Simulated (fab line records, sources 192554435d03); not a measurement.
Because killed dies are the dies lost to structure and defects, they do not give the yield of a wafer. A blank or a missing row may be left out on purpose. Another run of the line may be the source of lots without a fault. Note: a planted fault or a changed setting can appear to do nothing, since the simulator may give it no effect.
Split-lot trial :: flow n5-finfet :: 39 wafers read from 7 lots, route of 1938 steps

THE SPLIT ITSELF
At N5_BEOL_M2_TRENCH_ETCH_37 (etches SiOC in C4F6/O2, target depth 55.555 nm, time 29.2 s), the setting time-s was moved away from the recipe's 29.2 s on 12 of the 39 wafers read, by -29.1% to +33.2%. This setting was run at the recipe's value on the other wafers.

FROM THE SPLIT TO THE READING: what the file shows between them, 2 steps
- N5_BEOL_M2_ETCH_41: etches SiCN in CH3F/O2, target depth 29.9 nm, time 52.5 s
- N5_BEOL_M2_STRIP_97: strips in N2/H2, time 10 s

THE READING
trench-depth-nm, in nm, at N5_BEOL_M2_OCD_MEAS_38. Typical for fault-free wafers on this fab line: 55.3 nm, with standard deviation 1.6 nm.

wafer: L076.1
tool, chamber at the split: rie-diel-05, 1
time-s as run, s: 20.7
against the recipe: -29.1%
trench-depth-nm, nm: 40.3
against lot-mates on the recipe: -13.2

wafer: L076.2
tool, chamber at the split: rie-diel-05, 2
time-s as run, s: 29.2
against the recipe: recipe
trench-depth-nm, nm: 52.9
against lot-mates on the recipe: -

wafer: L076.3
tool, chamber at the split: rie-diel-05, 3
time-s as run, s: 29.2
against the recipe: recipe
trench-depth-nm, nm: 53.4
against lot-mates on the recipe: -

wafer: L076.4
tool, chamber at the split: rie-diel-05, 0
time-s as run, s: 20.7
against the recipe: -29.1%
trench-depth-nm, nm: 38.4
against lot-mates on the recipe: -15.1

wafer: L076.5
tool, chamber at the split: rie-diel-05, 2
time-s as run, s: 20.7
against the recipe: -29.1%
trench-depth-nm, nm: 37.4
against lot-mates on the recipe: -16.1

wafer: L076.6
tool, chamber at the split: rie-diel-05, 3
time-s as run, s: 29.2
against the recipe: recipe
trench-depth-nm, nm: 54.1
against lot-mates on the recipe: -

wafer: L077.1
tool, chamber at the split: rie-diel-04, 0
time-s as run, s: 29.2
against the recipe: recipe
trench-depth-nm, nm: 55.3
against lot-mates on the recipe: -

wafer: L077.2
tool, chamber at the split: rie-diel-04, 3
time-s as run, s: 36.5
against the recipe: +25.0%
trench-depth-nm, nm: 68.6
against lot-mates on the recipe: +12.6

wafer: L077.3
tool, chamber at the split: rie-diel-04, 1
time-s as run, s: 29.2
against the recipe: recipe
trench-depth-nm, nm: 56.5
against lot-mates on the recipe: -

wafer: L077.4
tool, chamber at the split: rie-diel-04, 2
time-s as run, s: 36.5
against the recipe: +25.0%
trench-depth-nm, nm: 70.3
against lot-mates on the recipe: +14.3

wafer: L077.5
tool, chamber at the split: rie-diel-04, 2
time-s as run, s: 29.2
against the recipe: recipe
trench-depth-nm, nm: 56.3
against lot-mates on the recipe: -

wafer: L077.6
tool, chamber at the split: rie-diel-04, 1
time-s as run, s: 36.5
against the recipe: +25.0%
trench-depth-nm, nm: 70.4
against lot-mates on the recipe: +14.4

wafer: L079.1
tool, chamber at the split: rie-diel-03, 1
time-s as run, s: 29.2
against the recipe: recipe
trench-depth-nm, nm: 54.8
against lot-mates on the recipe: -

wafer: L079.2
tool, chamber at the split: rie-diel-03, 0
time-s as run, s: 29.2
against the recipe: recipe
trench-depth-nm, nm: 51.7
against lot-mates on the recipe: -

wafer: L079.3
tool, chamber at the split: rie-diel-03, 3
time-s as run, s: 29.2
against the recipe: recipe
trench-depth-nm, nm: 58.6
against lot-mates on the recipe: -

wafer: L079.4
tool, chamber at the split: rie-diel-03, 2
time-s as run, s: 29.2
against the recipe: recipe
trench-depth-nm, nm: 54.9
against lot-mates on the recipe: -

wafer: L079.5
tool, chamber at the split: rie-diel-03, 3
time-s as run, s: 29.2
against the recipe: recipe
trench-depth-nm, nm: 58.8
against lot-mates on the recipe: -

wafer: L079.6
tool, chamber at the split: rie-diel-03, 0
time-s as run, s: 29.2
against the recipe: recipe
trench-depth-nm, nm: 52.5
against lot-mates on the recipe: -

wafer: L080.1
tool, chamber at the split: rie-diel-04, 0
time-s as run, s: 29.2
against the recipe: recipe
trench-depth-nm, nm: 55.9
against lot-mates on the recipe: -

wafer: L080.2
tool, chamber at the split: rie-diel-04, 1
time-s as run, s: 34.8
against the recipe: +19.2%
trench-depth-nm, nm: 66.7
against lot-mates on the recipe: +11.0

wafer: L080.3
tool, chamber at the split: rie-diel-04, 0
time-s as run, s: 29.2
against the recipe: recipe
trench-depth-nm, nm: 54.9
against lot-mates on the recipe: -

wafer: L080.4
tool, chamber at the split: rie-diel-04, 1
time-s as run, s: 34.8
against the recipe: +19.2%
trench-depth-nm, nm: 66.3
against lot-mates on the recipe: +10.6

wafer: L080.5
tool, chamber at the split: rie-diel-04, 1
time-s as run, s: 29.2
against the recipe: recipe
trench-depth-nm, nm: 56.4
against lot-mates on the recipe: -

wafer: L080.6
tool, chamber at the split: rie-diel-04, 0
time-s as run, s: 34.8
against the recipe: +19.2%
trench-depth-nm, nm: 66.3
against lot-mates on the recipe: +10.6

wafer: L085.1
tool, chamber at the split: rie-diel-04, 3
time-s as run, s: 29.2
against the recipe: recipe
trench-depth-nm, nm: 55.5
against lot-mates on the recipe: -

wafer: L085.2
tool, chamber at the split: rie-diel-04, 0
time-s as run, s: 38.88
against the recipe: +33.2%
trench-depth-nm, nm: 75.3
against lot-mates on the recipe: +19.3

wafer: L085.3
tool, chamber at the split: rie-diel-04, 2
time-s as run, s: 29.2
against the recipe: recipe
trench-depth-nm, nm: 56.3
against lot-mates on the recipe: -

wafer: L085.4
tool, chamber at the split: rie-diel-04, 1
time-s as run, s: 38.88
against the recipe: +33.2%
trench-depth-nm, nm: 74.8
against lot-mates on the recipe: +18.8

wafer: L085.5
tool, chamber at the split: rie-diel-04, 2
time-s as run, s: 38.88
against the recipe: +33.2%
trench-depth-nm, nm: 75.6
against lot-mates on the recipe: +19.6

wafer: L085.6
tool, chamber at the split: rie-diel-04, 1
time-s as run, s: 29.2
against the recipe: recipe
trench-depth-nm, nm: 56.3
against lot-mates on the recipe: -

wafer: L086.1
tool, chamber at the split: rie-diel-03, 1
time-s as run, s: 29.2
against the recipe: recipe
trench-depth-nm, nm: 55.2
against lot-mates on the recipe: -

wafer: L086.2
tool, chamber at the split: rie-diel-03, 3
time-s as run, s: 29.2
against the recipe: recipe
trench-depth-nm, nm: 58.2
against lot-mates on the recipe: -

wafer: L086.3
tool, chamber at the split: rie-diel-03, 0
time-s as run, s: 29.2
against the recipe: recipe
trench-depth-nm, nm: 54.1
against lot-mates on the recipe: -

wafer: L086.4
tool, chamber at the split: rie-diel-03, 3
time-s as run, s: 29.2
against the recipe: recipe
trench-depth-nm, nm: 58.5
against lot-mates on the recipe: -

wafer: L086.5
tool, chamber at the split: rie-diel-03, 0
time-s as run, s: 29.2
against the recipe: recipe
trench-depth-nm, nm: 54.8
against lot-mates on the recipe: -

wafer: L086.6
tool, chamber at the split: rie-diel-03, 1
time-s as run, s: 29.2
against the recipe: recipe
trench-depth-nm, nm: 54.5
against lot-mates on the recipe: -

wafer: L094.2
tool, chamber at the split: rie-diel-05, 0
time-s as run, s: 29.2
against the recipe: recipe
trench-depth-nm, nm: 53.9
against lot-mates on the recipe: -

wafer: L094.4
tool, chamber at the split: rie-diel-05, 2
time-s as run, s: 29.2
against the recipe: recipe
trench-depth-nm, nm: 53.0
against lot-mates on the recipe: -

wafer: L094.5
tool, chamber at the split: rie-diel-05, 0
time-s as run, s: 29.2
against the recipe: recipe
trench-depth-nm, nm: 54.6
against lot-mates on the recipe: -

THE FIT
A straight line over all 39 wafers: trench-depth-nm changes by +0.584 nm for each +1% of time-s; r = +0.98; the points scatter about the line by 1.6 nm.
The same after taking each lot's own level away (the mean of its wafers on the recipe; 39 wafers): +0.546 nm for each +1%; r = +0.98; scatter 1.5 nm.
Per that fit: largest time-s move, reading shift of 18 nm.
From 53.47 to 56.03 nm: that is the span of the lots' own levels, equal to 1.6 times the standard deviation above.
Hence the lot-to-lot level has little effect on the slope; both slopes agree.
Check: +18.2 nm against its lot-mates is what the line predicts for one of the wafers moved furthest among these (+33.2%) when that wafer is left out of the fit. It came out at +19.3 nm against them.

ADDITIONAL SPLITS CARRIED BY THESE WAFERS
Note: prior to the reading, these wafers also went through further splits. Each is held against what the fit with the lots' levels taken away leaves over:
other split on the same wafers: N5_ZERO_LAYER_DEVELOP_10 develop-time-s
wafers away from the commonest value: 15
r with trench-depth-nm (lot level and that fit taken away): -0.05

other split on the same wafers: N5_FIN_SAQP_PECVD_06 time-s
wafers away from the commonest value: 15
r with trench-depth-nm (lot level and that fit taken away): +0.16

other split on the same wafers: N5_GATE_CUT_ALD_22 ald-cycles
wafers away from the commonest value: 9
r with trench-depth-nm (lot level and that fit taken away): +0.05

other split on the same wafers: N5_BEOL_M0_DEP_125 target-thk-a
wafers away from the commonest value: 18
r with trench-depth-nm (lot level and that fit taken away): +0.06

THE WHOLE CHAIN: every reading that the file lists as answering this split, in the file's order
step: N5_BEOL_M2_TRENCH_ETCH_37
what it does: etches SiOC in C4F6/O2, target depth 55.555 nm, time 29.2 s
reading: BEOL_M2.feature-depth-nm (the simulator's own value, which no gauge read)
change (the file's fit): +0.546 nm for each +1% of the setting
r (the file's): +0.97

step: N5_BEOL_M2_TRENCH_ETCH_37
what it does: etches SiOC in C4F6/O2, target depth 55.555 nm, time 29.2 s
reading: etch.depth-nm (the simulator's own value, which no gauge read)
change (the file's fit): +0.546 nm for each +1% of the setting
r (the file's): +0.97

step: N5_BEOL_M2_OCD_MEAS_38
what it does: 
reading: trench-depth-nm
change (the file's fit): +0.549 nm for each +1% of the setting
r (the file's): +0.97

step: N5_BEOL_M2_CMP_52
what it does: polishes, stops on SiOC, t overpolish 6.8 s, target thk 40 nm
reading: Cu_of_BEOL_M2_ECD_50.thk-nm (the simulator's own value, which no gauge read)
change (the file's fit): +0.561 nm for each +1% of the setting
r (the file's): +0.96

FILE'S OWN FIT
trench-depth-nm changes by +0.549 nm for each +1% of time-s, r = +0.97.
